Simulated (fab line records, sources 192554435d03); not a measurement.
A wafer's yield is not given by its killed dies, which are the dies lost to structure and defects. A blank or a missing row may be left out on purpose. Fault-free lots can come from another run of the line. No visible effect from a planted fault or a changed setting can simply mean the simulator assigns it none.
What tool caused it? ; flow n5_finfet ; 11 lots, 33 wafers sampled, at 2 steps of a route of 1938

== WHAT EACH GAUGE READ, for each wafer ==
N5_PASSIVATION_OVL_MEAS_63. Usual: PAD_OVL gives 1 nm (standard deviation 7).
lot;measured;on;PAD_OVL (nm);flag
L635;day 13 03:43;overlay-01;3 -4 2;
L638;day 14 13:50;overlay-01;-8 -2 -7;
L637;day 14 20:47;overlay-02;10 12 14;
L640;day 15 14:47;overlay-02;-1 -7 -3;
L641;day 15 09:07;overlay-01;-8 -11 -6;
L642;day 16 11:44;overlay-01;4 10 10;
L644;day 16 23:20;overlay-01;10 5 -1;
L643;day 17 00:04;overlay-02;0 -4 3;
L647;day 17 08:49;overlay-02;-4 -10 -7;
L653;day 18 11:20;overlay-01;-4 -5 0;
L652;day 18 22:29;overlay-01;-2 0 7;

== TOOL THAT RAN EACH LOT (tool first, then ch and the chambers of the sampled wafers, then the start) ==
lot;N5_BEOL_M12_TRENCH_ETCH_34
L635;rie_diel-01 ch 0,1, day 11 18:55
L638;rie_diel-01 ch 0,1, day 13 05:46
L637;rie_diel-01 ch 0,1,3, day 13 06:47
L640;rie_diel-01 ch 0,1, day 13 17:22
L641;rie_diel-01 ch 0,1,3, day 13 21:34
L642;rie_diel-01 ch 0,1,3, day 14 10:19
L644;rie_diel-01 ch 0,1, day 14 11:31
L643;rie_diel-02 ch 0,2,3, day 14 16:55
L647;rie_diel-02 ch 1,3, day 15 20:38
L653;rie_diel-04 ch 1,2,3, day 17 03:59
L652;rie_diel-04 ch 0,1,3, day 17 10:56
- N5_BEOL_M12_TRENCH_ETCH_34: etches SiOC in C4F8/O2/Ar, target depth 318.95 nm, time 125.5 s.

== WHAT THE TOOLS THEMSELVES READ (means of the sampled wafers that have a number; where no wafer has one, the mark that the record gives instead) ==
N5_BEOL_M12_TRENCH_ETCH_34. Usual: drypump_motor_current_A 5.7 A, standard deviation 0.46; oes_product_au 0.77 a.u., standard deviation 0.057; rf_vpp_V 665 V, standard deviation 3.5; showerhead_plenum_p_Torr 3.40 Torr, standard deviation 0.12; throttle_valve_pct 24.25 %, standard deviation 0.15.
lot;tool;drypump_motor_current_A (A);oes_product_au (a.u.);rf_vpp_V (V);showerhead_plenum_p_Torr (Torr);throttle_valve_pct (%);flag
L635;rie_diel-01;5.8;0.83;665;3.42;24.21;
L638;rie_diel-01;5.9;0.80;665;3.41;24.22;
L637;rie_diel-01;5.8;0.80;665;3.41;24.22;
L640;rie_diel-01;5.8;0.80;665;3.41;24.22;
L641;rie_diel-01;5.8;0.79;664;3.40;24.22;
L642;rie_diel-01;5.8;0.79;665;3.40;24.22;
L644;rie_diel-01;5.5;0.81;669;3.50;24.19;
L643;rie_diel-02;5.6;0.74;665;3.42;24.29;
L647;rie_diel-02;6.1;0.71;662;3.35;24.24;
L653;rie_diel-04;5.2;0.76;663;3.38;24.22;
L652;rie_diel-04;5.7;0.76;663;3.35;24.33;

== THE ANSWER, worked out from the rows above alone ==
Rule: a lot is off if the mean of its wafers that have a number lies more than 3 standard deviations from the usual mean. Also off: a lot with no number at a reading for which 4 or more lots have one. Where the step has rows for the other lots, those lots are counted as sound. First the gauges in route order, then the tools' own readings, where a lot's mean is used as printed above. At the first step where some lot is off, the reading lying furthest off is the one used; lots without a number count as furthest.
No lot is off at any reading shown: from this, nothing can be told.

== WHAT WAS PUT IN BY THE SIMULATOR ==
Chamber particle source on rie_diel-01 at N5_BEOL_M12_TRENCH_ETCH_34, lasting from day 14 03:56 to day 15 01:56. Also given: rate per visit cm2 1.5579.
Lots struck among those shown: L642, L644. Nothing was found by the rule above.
